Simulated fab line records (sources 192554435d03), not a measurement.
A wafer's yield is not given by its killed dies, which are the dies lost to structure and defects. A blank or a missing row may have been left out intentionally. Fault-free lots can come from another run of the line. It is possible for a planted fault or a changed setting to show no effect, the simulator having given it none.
Problem report, 8D (eight disciplines) form, completed by code | flow n5-finfet | the parts of the form that need people (team, actions taken, sign-off) are left out

== 1. PROBLEM STATEMENT ==
Wafers without a fault read 72.99 W, standard deviation 0.22; bias-w at N5_BEOL_M0_SAQP_ETCH_107 reads a mean of 54.76 W on 6 wafers belonging to 2 lots. That puts it -83 standard deviations away from the usual mean.
The step: etches SiNx in CH3F/O2, target depth 30 nm.
First observed at day 8 19:40: wafer L435.1, on rie-diel-05. Wafers with a number at this step in the record: 18, from 6 lots. By rule, "out" or "out of limits" means more than 4 standard deviations away from the usual mean. Any other wafer with a number is counted as sound.

== 2. WHAT IT IS, AND WHAT IT ISN'T ==
question                    | is                     | is not
which readings at this step | bias-w, rf-vpp-V       | CH3F_flow_sccm, drypump-motor-current-A, oes_ar_750_au, oes-product-au, showerhead-plenum-p-Torr, throttle-valve-pct
which lots                  | L435, L436             | L425, L426, L446, L447
which wafers of those lots  | all that have a number | -
read on which tools         | rie-diel-05            | rie-diel-06
when                        | from day 8 19:40       | up to then (6 sound wafers); but 6 sound wafers of L446, L447 came after

== 3. SUSPECTS, AND WHAT RULES EACH OUT ==
Counting: any tool at a process step up to the reading is kept as a suspect provided that every lot that is out went through it and no sound lot did after the first of them.
- rie-diel-05 at N5_BEOL_M0_SAQP_ETCH_106 (etches SOC in N2/H2, stops on SiNx, target depth 150 nm): kept. It ran every lot that is out, first L435 (day 8 19:36), and no sound lot after that; its last sound lot up to then is L425 (day 5 22:04).
- rie-diel-05 at N5_BEOL_M0_SAQP_ETCH_107 (etches SiNx in CH3F/O2, target depth 30 nm): kept. It ran every lot that is out, first L435 (day 8 19:40), and no sound lot after that; its last sound lot up to then is L425 (day 5 22:07). Out on those wafers are its own readings of bias-w, rf-vpp-V.
Remaining after the count are rie-diel-05 at N5_BEOL_M0_SAQP_ETCH_106 and rie-diel-05 at N5_BEOL_M0_SAQP_ETCH_107.

== 4. THE CAUSE (what the simulator had put in) ==
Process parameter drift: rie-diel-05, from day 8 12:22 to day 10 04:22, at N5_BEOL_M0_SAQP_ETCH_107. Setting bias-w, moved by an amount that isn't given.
2 suspects survive the count, and this tool is in that group.

== 5. THE EFFECT CHAIN, in route order ==
Each row: a reading where the mean over the struck wafers with a number is more than 3 standard deviations away from the usual. Scope: only readings with a usual standard deviation given in the record; hours: median across lots of the time from each lot's start at the first step in this table that gives one to its start at this step; sigmas: change in usual standard deviations.
hours | step                     | reading  | usual   | on struck wafers | change | sigmas
0     | N5_BEOL_M0_SAQP_ETCH_107 | bias-w   | 72.99 W | 54.76            | -18.23 | -83
0     | N5_BEOL_M0_SAQP_ETCH_107 | rf-vpp-V | 296.3 V | 236.6            | -59.8  | -26
Its process steps:
- N5_BEOL_M0_SAQP_ETCH_107: etches SiNx in CH3F/O2, target depth 30 nm.
At these later measuring or inspecting steps, every struck wafer for which the step has a row has a number for every such reading, and none has moved that far: N5_BEOL_M4_RC_MEAS_101.

== 6. WHAT WOULD HAVE CAUGHT IT SOONER ==
In this record no reading fell out of limits until day 8 19:40, 7 hours after the fault had begun at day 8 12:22.
